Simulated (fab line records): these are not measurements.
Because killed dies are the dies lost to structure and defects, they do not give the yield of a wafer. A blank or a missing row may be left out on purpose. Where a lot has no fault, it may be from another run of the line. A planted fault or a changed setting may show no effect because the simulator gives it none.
What tool caused it? ; flow nandHarc ; 24 lots, 72 wafers sampled, at 3 steps of a route of 1159

## WHAT THE GAUGES READ, wafer by wafer
NHARC_A_CONTACT_CD_MEAS_53.
lot;measured;on;cdNm (nm)
L074;day 16 04:29;cdSem-02;190.3 190.2 189.6
L076;day 16 15:58;cdSem-01;189.9 189.7 190.2
L075;day 16 16:11;cdSem-02;190.0 189.9 189.8
L077;day 16 20:18;cdSem-02;189.5 189.1 189.0
L079;day 17 03:10;cdSem-03;189.2 190.2 189.2
L080;day 17 03:26;cdSem-02;190.3 190.1 190.6
L078;day 17 08:39;cdSem-01;189.7 189.4 189.4
L081;day 18 02:31;cdSem-03;191.0 190.7 189.7
L082;day 18 15:52;cdSem-02;190.1 190.3 189.7
L083;day 18 16:00;cdSem-02;189.7 189.9 190.2
L084;day 18 21:12;cdSem-03;190.1 189.8 190.0
L086;day 19 03:28;cdSem-03;190.1 190.2 189.8
L087;day 19 04:23;cdSem-01;190.2 190.2 190.1
L088;day 19 11:45;cdSem-02;190.6 190.5 191.0
L085;day 19 12:55;cdSem-02;190.1 189.9 190.4
L090;day 20 07:26;cdSem-01;189.7 189.7 190.2
L089;day 20 07:43;cdSem-01;190.4 190.2 190.7
L091;day 20 17:56;cdSem-01;187.8 187.5 187.4
L092;day 20 19:40;cdSem-02;189.6 189.5 189.7
L094;day 21 21:19;cdSem-01;187.8 189.0 188.1
L095;day 22 00:07;cdSem-02;189.3 189.5 189.4
L093;day 22 05:57;cdSem-01;190.0 189.8 189.4
L096;day 22 08:08;cdSem-03;189.6 190.2 189.7
L097;day 22 10:00;cdSem-03;190.4 190.1 190.4

## EACH LOT AND THE TOOL THAT RAN IT (in order: tool; ch and the chambers of the sampled wafers; start)
lot;NHARC_A_CONTACT_ETCH_116;NHARC_A_CONTACT_ETCH_120
L074;harCapEtch-03 ch 0,1, day 16 03:04;harCapEtch-03 ch 0,1, day 16 03:26
L076;harCapEtch-01 ch 0,1, day 16 14:20;harCapEtch-01 ch 0,1, day 16 14:42
L075;harCapEtch-03 ch 0,1, day 16 14:22;harCapEtch-03 ch 0,1, day 16 14:51
L077;harCapEtch-03 ch 0,1, day 16 18:46;harCapEtch-03 ch 0,1, day 16 19:08
L079;harCapEtch-02 ch 0,1, day 17 01:44;harCapEtch-02 ch 0,1, day 17 02:05
L080;harCapEtch-03 ch 0,1, day 17 01:59;harCapEtch-03 ch 0,1, day 17 02:20
L078;harCapEtch-01 ch 0,1, day 17 07:12;harCapEtch-01 ch 0,1, day 17 07:34
L081;harCapEtch-02 ch 0,1, day 18 00:40;harCapEtch-02 ch 0,1, day 18 01:10
L082;harCapEtch-03 ch 0,1, day 18 14:25;harCapEtch-03 ch 0,1, day 18 14:47
L083;harCapEtch-02 ch 0,1, day 18 14:30;harCapEtch-02 ch 0,1, day 18 14:52
L084;harCapEtch-03 ch 0,1, day 18 19:46;harCapEtch-03 ch 0,1, day 18 20:08
L086;harCapEtch-03 ch 0,1, day 19 01:59;harCapEtch-03 ch 0,1, day 19 02:22
L087;harCapEtch-02 ch 0, day 19 02:57;harCapEtch-02 ch 0, day 19 03:19
L088;harCapEtch-03 ch 1, day 19 10:16;harCapEtch-03 ch 1, day 19 10:38
L085;harCapEtch-02 ch 0,1, day 19 11:27;harCapEtch-02 ch 0,1, day 19 11:49
L090;harCapEtch-02 ch 0,1, day 20 05:58;harCapEtch-02 ch 0,1, day 20 06:20
L089;harCapEtch-03 ch 0,1, day 20 06:16;harCapEtch-03 ch 0,1, day 20 06:37
L091;harCapEtch-03 ch 0,1, day 20 16:30;harCapEtch-03 ch 0,1, day 20 16:52
L092;harCapEtch-02 ch 0,1, day 20 18:12;harCapEtch-02 ch 0,1, day 20 18:34
L094;harCapEtch-01 ch 0,1, day 21 19:48;harCapEtch-01 ch 0,1, day 21 20:10
L095;harCapEtch-03 ch 0,1, day 21 22:37;harCapEtch-03 ch 0,1, day 21 22:59
L093;harCapEtch-01 ch 0,1, day 22 04:30;harCapEtch-01 ch 0,1, day 22 04:52
L096;harCapEtch-02 ch 0,1, day 22 06:31;harCapEtch-02 ch 0,1, day 22 06:53
L097;harCapEtch-01 ch 0, day 22 08:32;harCapEtch-01 ch 0, day 22 08:54
- NHARC_A_CONTACT_ETCH_116: etches the open film in C4F8/O2/Ar, time 94 s, target depth 922 nm.
- NHARC_A_CONTACT_ETCH_120: etches the open film in C4F8/O2/Ar, time 94 s, target depth 922 nm.

## WHAT THE TOOLS THEMSELVES READ (means of the sampled wafers that have a number; where no wafer has one, the mark that the record gives instead)
The record holds no such reading with a usual standard deviation.

## THE ANSWER, worked out from the rows above alone
Rule: the lots themselves supply what counts as usual. The widest of any qualifying gaps counts: lots, ordered by their means at a reading, are off when they make up no more than a third of the lots, leave a main group of 4 or more, and stand apart from it by 3 or more times the standard deviation of that group's means. The tables above print the reading to a certain number of digits; a main group whose means all agree to those digits is not used. A lot without any number at a reading at which 4 lots or more have one is off too. Any other lot the step has rows for is counted as sound. After the gauges, taken in route order, come the tools' own readings; for these a lot's mean is taken, as printed above. At the first step where some lot is off, the reading lying furthest off is the one used; lots without a number count as furthest.
Nothing can be told from this: no lot is off at any reading shown.

## WHAT HAD BEEN PUT IN BY THE SIMULATOR
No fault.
